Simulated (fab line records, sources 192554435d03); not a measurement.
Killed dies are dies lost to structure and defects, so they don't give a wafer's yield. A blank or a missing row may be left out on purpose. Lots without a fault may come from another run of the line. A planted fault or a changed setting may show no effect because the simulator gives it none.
fab line records | flow n5_finfet
record lots=4 wafers=12 last_day=16
route steps=1938 shown PMOS_HMC_CHANNEL_EPI@63 FIN_SAQP@90 PASSIVATION@1936
lots that met no fault: from a run of the same line without faults
start_h: hours from the record's first day to the start of the lot's first wafer shown | wait_h: hours since the lot's step before | " the same as in the row above | L1.1+2: a row that stands for several wafers | - no value, or no start given | * or withheld: withheld | < > ~ a bound
route shown NAME@n: a module of which the file shows steps, and the number in the route of the first | usual: mean/standard deviation of fault-free wafers | same: alike in all rows | chamber/n: place in a boat | sites: the reading at each site | _std_site: their standard deviation | _edge_site: outer sites' mean less inner sites' | radius_mm: how far each site lies from the wafer's centre | mask NAME#n: copy n | behind: the tool/chamber that last shaped the wafer | hold: why the lot was held/for how many hours/how that ended | device: the transistor (n, p or np) that didn't switch | end of line: the same wafers' tests at the end of the route | a step without rows: its recipe alone | killed: dies lost to structure and defects at the first sort, not the wafer's yield | map: a wafer's dies, x killed, . not, _ none there
set.NAME: the setting as run; set.NAME@STEP: as run at that earlier step | model.NAME: the simulator's own value behind a step, which no gauge read
lots at some steps of the route; a table a step, a row a wafer
## steps
# step N5_PMOS_HMC_CHANNEL_EPI_PEB_07
# recipe peb_temp_c=110 peb_time_s=60 resist=CAR-ArF-block
# step N5_PMOS_HMC_CHANNEL_EPI_DEVELOP_08
# recipe develop_time_s=30 developer=TMAH resist=CAR-ArF-block dev_temp_c=23 rinse_liquid=diw dry=air_spin
# step N5_PMOS_HMC_CHANNEL_EPI_DESCUM_14
# recipe chemistry=O2 time_s=7.9 source_power_w=50 bias_power_w=20 pressure_mtorr=20 rf_frequency_hz=2.712e+07 temp_c=40 resist=CAR-ArF-block o2_flow_sccm=225
# step N5_PMOS_HMC_CHANNEL_EPI_ETCH_32
# recipe chemistry=N2/H2 target=BARC stop_on=SiO2 target_depth_a=858 over_etch_frac=0.3 time_s=50.3 ion_energy_ev=200 mask_material=CAR-ArF-block pressure_mtorr=30 source_w=840 bias_w=150 n2_flow_sccm=200 h2_flow_sccm=200
# step N5_PMOS_HMC_CHANNEL_EPI_HM_OPEN_15
# recipe chemistry=CHF3/O2 target=SiO2 mask_material=CAR-ArF-block target_depth_a=406 CHF3_flow_sccm=50 O2_flow_sccm=5 Ar_flow_sccm=200 time_s=20.3 pressure_mtorr=30 source_w=650 bias_w=170 ion_energy_ev=200
# step N5_PMOS_HMC_CHANNEL_EPI_STRIP_33
# recipe chemistry=N2/H2 power_w=500 temp_c=40 pressure_mtorr=50 rf_frequency_hz=6e+07 overash_fraction=0.3 bias_power_w=8 h2_frac=0.5 n2_flow_sccm=300 h2_flow_sccm=300
# step N5_PMOS_HMC_CHANNEL_EPI_STRIP_17
# recipe chemistry=SPM time_s=750 temp_c=130 h2so4_h2o2_vol_ratio=4 dry=ipa_marangoni
# step N5_PMOS_HMC_CHANNEL_EPI_ETCH_38
# recipe chemistry=CF4 target=SiO2 target_depth_a=15 ion_energy_ev=350 pressure_mtorr=10 icp_w=800 bias_w=400 cf4_flow_sccm=80
# step N5_PMOS_HMC_CHANNEL_EPI_FIN_RECESS_16
# recipe chemistry=HBr/Cl2 target=Si mask_material=SiO2 target_depth_a=540 time_s=18 pressure_mtorr=10 icp_w=800 bias_w=75 HBr_flow_sccm=150 Cl2_flow_sccm=80
# step N5_PMOS_HMC_CHANNEL_EPI_PRECLEAN_36
# recipe chemistry=O3/DIW time_s=45 temp_c=22 o3_ppm=10
# columns lot.wafer tool chamber start_h wait_h
L402.3+4+5 wet_bench-03 3,1,5 41.77 0.1
L408.1+4+5 wet_bench-02 4,7,6 78.26 0.1
L413.1+3+4 wet_bench-02 4,7,5 109.18 0.1
L416.1+4+6 wet_bench-02 0,6,5 128.24 0.1
# step N5_PMOS_HMC_CHANNEL_EPI_PRECLEAN_18
# recipe chemistry=DHF time_s=30 temp_c=25 dilution=withheld
# step N5_PMOS_HMC_CHANNEL_EPI_SRD_19
# recipe dry=ipa_marangoni do_ppb=5 time_s=30 temp_c=23 rinse_liquid=diw
# step N5_PMOS_HMC_CHANNEL_EPI_EPI_20
# recipe material=SiGe30 mask_material=SiO2 pressure_torr=20 target_thk_a=590 temp_c=600
# step N5_PMOS_HMC_CHANNEL_EPI_HM_STRIP_35
# recipe chemistry=dHF temp_c=25 material=SiO2 target=SiO2 target_depth_a=396 time_s=216
# step N5_PMOS_HMC_CHANNEL_EPI_SRD_39
# recipe dry=ipa_marangoni time_s=30 temp_c=23 rinse_liquid=diw
# step N5_PMOS_HMC_CHANNEL_EPI_CMP_21
# recipe material=SiGe30 post_cmp_clean=alkaline_brush target_thk_nm=54
# step N5_PMOS_HMC_CHANNEL_EPI_PRECLEAN_40
# recipe chemistry=DHF time_s=30 temp_c=25 dilution=withheld
# step N5_PMOS_HMC_CHANNEL_EPI_PRECLEAN_37
# recipe chemistry=O3/DIW time_s=45 temp_c=22 o3_ppm=10
# step N5_PMOS_HMC_CHANNEL_EPI_PRECLEAN_24
# recipe chemistry=DHF time_s=30 temp_c=25 dilution=withheld
# step N5_PMOS_HMC_CHANNEL_EPI_SRD_25
# recipe dry=ipa_marangoni do_ppb=5 time_s=30 temp_c=23 rinse_liquid=diw
# step N5_PMOS_HMC_CHANNEL_EPI_EPI_26
# recipe material=Si target_thk_a=38 temp_c=650 precursor=SiH4/H2 pressure_torr=20 time_s=22.7
# step N5_FIN_SAQP_PRECLEAN_42
# recipe chemistry=O3/DIW time_s=60 temp_c=22 o3_ppm=10
# step N5_FIN_SAQP_PRECLEAN_00
# recipe chemistry=SC1 time_s=60 temp_c=55 mix=1:2:50
# step N5_FIN_SAQP_PRECLEAN_44
# recipe chemistry=SC2 time_s=45 temp_c=35 mix=1:1:50
# step N5_FIN_SAQP_SRD_01
# recipe dry=ipa_marangoni time_s=30 temp_c=23 rinse_liquid=diw
# step N5_FIN_SAQP_ALD_61
# recipe material=SiO2 target_thk_a=40 temp_c=300 ald_precursor_family=BDEAS ald_co_reactant=O2-plasma pulse_time_s=1 purge_time_s=2 co_reactant_purge_time_s=2 ald_cycles=43 pressure_torr=2
# step N5_FIN_SAQP_DENSIFY_62
# recipe temp_c=700 time_s=60 ambient=N2 idle_temp_c=600 ramp_up_c_per_s=150 ramp_down_c_per_s=60 cool_to_c=600
# step N5_FIN_SAQP_HM_DEP_03
# recipe material=SiNx target_thk_a=380 temp_c=400 precursor=SiH4/NH3/N2 pressure_torr=1.5 rf_w=300 time_s=33.6
# step N5_FIN_SAQP_PECVD_47
# recipe material=a-Si target_thk_a=450 temp_c=400 precursor=SiH4/He pressure_torr=3 rf_w=100 time_s=36.3
# step N5_FIN_SAQP_PECVD_48
# recipe material=SiNx target_thk_a=250 temp_c=400 precursor=SiH4/NH3/N2 pressure_torr=1.5 rf_w=300 time_s=22.1
# step N5_FIN_SAQP_PECVD_06
# recipe material=a-Si target_thk_a=600 temp_c=400 precursor=SiH4/He pressure_torr=3 rf_w=100 time_s=48.1
# step N5_FIN_SAQP_HM_DEP_72
# recipe material=SiO2 target_thk_a=120 temp_c=400 precursor=SiH4/N2O pressure_torr=0.75 rf_w=275 time_s=7.2
# step N5_FIN_SAQP_COAT_49
# recipe resist=SOC temp_c=250 time_s=60 spin_rpm=1500 resist_thk_nm=100
# step N5_FIN_SAQP_COAT_50
# recipe resist=SiARC temp_c=220 time_s=60 spin_rpm=1500 resist_thk_nm=35
# step N5_PASSIVATION_PROBE_49
# usual killed_at_M0_to_M3=35/11 killed_at_M4_up=13/5.7 killed_at_contacts=12/5.7 killed_at_front_end=40/11 killed_at_other=4/4.4 killed_dies=105/18 killed_on_rim=14/3.9 killed_open=68/14 killed_short=34/7.4
# same gross_dies=1180 killed_at_back_side=0
# columns lot.wafer tool chamber start_h wait_h killed_at_M0_to_M3 killed_at_M4_up killed_at_contacts killed_at_front_end killed_at_other killed_dies killed_on_rim killed_open killed_short
L408.1 prober-01 - 320.51 0.0 26 6 9 59 1 101 11 54 44
L408.4 prober-01 - 320.66 0.2 37 8 10 42 0 97 14 65 31
L408.5 prober-01 - 320.71 0.2 59 11 12 41 1 124 19 85 39
L413.1 prober-02 - 345.56 0.0 42 23 20 130 3 218 27 78 33
L413.3 prober-02 - 345.66 0.1 38 22 6 169 1 236 20 67 35
L413.4 prober-02 - 345.71 0.2 31 7 12 153 8 211 27 47 34
L416.1 prober-01 - 383.10 0.0 20 14 18 97 1 150 28 56 23
L416.4 prober-01 - 383.25 0.2 18 15 8 195 0 236 27 69 33
L416.6 prober-01 - 383.35 0.3 17 13 9 163 2 204 20 48 28
# killed by level:class
L408.1 STI_FIN_REVEAL:geometric_particle:open=19 BEOL_M0_SAQP:geometric_particle:open=8 STARTING-WAFER:geometric_particle:short=7 FIN_SAQP:geometric_particle:open=6 STI_FIN_REVEAL:geometric_particle:short=6 BEOL_M0_SAQP:geometric_particle:short=6 FIN_SAQP:geometric_particle:short=5 BEOL_M2:geometric_particle:open=5
L408.4 STI_FIN_REVEAL:geometric_particle:open=16 BEOL_M0_SAQP:geometric_particle:open=11 FIN_SAQP:geometric_particle:open=9 BEOL_M0_SAQP:geometric_particle:short=8 MOL_CONTACT_COAG:geometric_particle:open=8 BEOL_M1:geometric_particle:open=5 FIN_SAQP:geometric_particle:short=4 STI_FIN_REVEAL:geometric_particle:short=3
L408.5 STI_FIN_REVEAL:geometric_particle:open=19 BEOL_M0_SAQP:geometric_particle:short=19 BEOL_M2:geometric_particle:open=17 BEOL_M0_SAQP:geometric_particle:open=12 MOL_CONTACT_COAG:geometric_particle:open=10 DUMMY_GATE:geometric_particle:open=7 BEOL_M5:geometric_particle:open=5 BEOL_M4:geometric_particle:open=4
L413.1 PMOS_HMC_CHANNEL_EPI:unspecified=103 MOL_CONTACT_COAG:geometric_particle:open=18 BEOL_M0_SAQP:geometric_particle:open=12 BEOL_M4:geometric_particle:open=11 BEOL_M0_SAQP:geometric_particle:short=8 BEOL_M1:geometric_particle:open=7 FIN_SAQP:geometric_particle:open=4 STI_FIN_REVEAL:geometric_particle:open=4
L413.3 PMOS_HMC_CHANNEL_EPI:unspecified=134 STI_FIN_REVEAL:geometric_particle:open=13 BEOL_M0_SAQP:geometric_particle:short=9 BEOL_M0_SAQP:geometric_particle:open=8 GATE_CUT:geometric_particle:short=7 BEOL_M2:geometric_particle:open=7 BEOL_M4:geometric_particle:open=7 MOL_CONTACT_COAG:geometric_particle:open=5
L413.4 PMOS_HMC_CHANNEL_EPI:unspecified=127 BEOL_M0_SAQP:geometric_particle:short=10 MOL_CONTACT_COAG:geometric_particle:open=8 BEOL_M0_SAQP:geometric_particle:open=6 BEOL_M1:geometric_particle:open=5 BEOL_M2:geometric_particle:open=5 STI_FIN_REVEAL:geometric_particle:open=4 DUMMY_GATE:geometric_particle:open=4
L416.1 PMOS_HMC_CHANNEL_EPI:unspecified=71 MOL_CONTACT_COAG:geometric_particle:open=15 FIN_SAQP:geometric_particle:short=6 BEOL_M2:geometric_particle:open=6 BEOL_M4:geometric_particle:open=5 BEOL_M0_SAQP:geometric_particle:open=4 BEOL_M0:geometric_particle:open=4 STARTING-WAFER:geometric_particle:open=4
L416.4 PMOS_HMC_CHANNEL_EPI:unspecified=124 FIN_SAQP:geometric_particle:open=31 FIN_SAQP:geometric_particle:short=14 FIN_CUT:area_etch=8 MOL_CONTACT_COAG:geometric_particle:open=7 BEOL_M4:geometric_particle:open=7 BEOL_M0_SAQP:geometric_particle:short=5 BEOL_M1:geometric_particle:open=5
L416.6 PMOS_HMC_CHANNEL_EPI:unspecified=126 FIN_SAQP:geometric_particle:open=9 FIN_SAQP:geometric_particle:short=7 MOL_CONTACT_COAG:geometric_particle:open=7 GATE_CUT:geometric_particle:short=5 BEOL_M0_SAQP:geometric_particle:open=5 BEOL_M2:geometric_particle:open=5 BEOL_M4:geometric_particle:open=4
# map L413.3 (x killed, . not)
_________________x.........xx________________
______________...x.............._____________
___________................x.xxx...__________
__________.x.........x.x.x....xxxxxx_________
________.x....x.........xxxxxxxxxxx..x_______
_______..............xx.xxxxxxxxxxxx...______
______.......x.........x.xxxxxxxxxxxxx.._____
_____............xx..x..xxxxxxxxxxxxx....____
____..x.....x...x.....xxxxxxxxxxxxxxxx..xx___
___........x....x.....x.xxxxxxxxxxxxxxxx...__
___....x.x.x.........x.xxxxxxxxxxxxx.x.x...__
__.....................x.xxxxxxxxxxxx..x...._
__..............x...x...x.xxxxxxxxxx........_
_.........................x.x.x.x............
_x.........................x..x.xx........x..
_...........................x.....x......x...
_..................x.x............xx.........
_x..........x..........x.x................x.x
_..x...x..................x..x...............
_.............x......................xx......
_.x.x...............xx....x.x................
__..........x.............x................._
__..............................x..........._
___....xx................xx....x...x....x..__
___.......x.......x.................xxx....__
____.........x.x.....x................x...___
_____.............xx....x...........x....____
______.........x....x.x................._____
_______x...............................______
________.............xx..............x_______
__________....x..........x....x....._________
___________....x..x.............x..__________
______________...x.............._____________
_________________............________________
# map L416.4 (x killed, . not)
_________________.xxxxxxxx.x.________________
______________.x.xxxxxx.xxxxx..._____________
___________.x..xxxxxxxxxxxxxx..x...__________
__________..x...xxxxxxxxxxxxx......._________
________......x.xxxxxxxxxxxxxx.x.x.x.._______
_______.......xxxxxxxxxxxxx..x.........______
______.....x.x..xxxxxxxxxxxxx..........._____
_____.........x.xxxxxxxxxxxx.x....x...x..____
____..........x.x.xxxxxxxxx............x..___
___.........x....x.xxxxxx.xx.....x.........__
___..........x.....xx.xx..x................__
__.................x.x................x....._
__....x...........x........x...x............_
_..x...x...x...x.x.x....x.............x...x..
_....x....x....................xx....x.x.....
_..x..........x.......................x......
_............x......x........................
_....x..............x.xx..x....x.x..........x
_..x.x.x...........x.....x...............x...
_x.........x......x...........x...x..........
_............................x...............
__........x........................x..x....x_
__...........................x.xx.......x..x_
___x..xx....x..x....x........x..........x..__
___..........x......x..x..................x__
____....x.....x..x..x..........x..........___
_____......x..............x.......x......____
______....x....x........x............xx._____
_______..................x...........xx______
________..x........x.........x.......x_______
__________....x.x...........x......._________
___________........................__________
______________..........x......._____________
_________________x...........________________
## key
first_sign step=N5_PASSIVATION_PROBE_49 reading=killed_at_front_end direction=up sigmas=10 usual=40 struck=151
effect step=N5_PASSIVATION_PROBE_49 reading=killed_dies direction=up sigmas=5.9 usual=105 struck=209
more_kills_born_at N5_PMOS_HMC_CHANNEL_EPI_PRECLEAN_36@wet_bench-02=685
met_at N5_PMOS_HMC_CHANNEL_EPI_PRECLEAN_36
struck_wafers L413.1,L413.3,L413.4,L416.1,L416.4,L416.6
tester_left_out L413,L416
onset_between 78.26 109.18
also_fits time
fault kind=chamber_particle_source tool=wet_bench-02 chamber=- onset_h=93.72 steps=N5_PMOS_HMC_CHANNEL_EPI_PRECLEAN_36 rate_per_visit_cm2=1.0904 end_h=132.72
# tester_left_out: of these lots the tester's yield and bins aren't shown, on N5 and GAA mostly nor the transistor test; their killed dies are dies lost to structure and defects alone, not to doping, threshold or leakage, so they don't give the yield
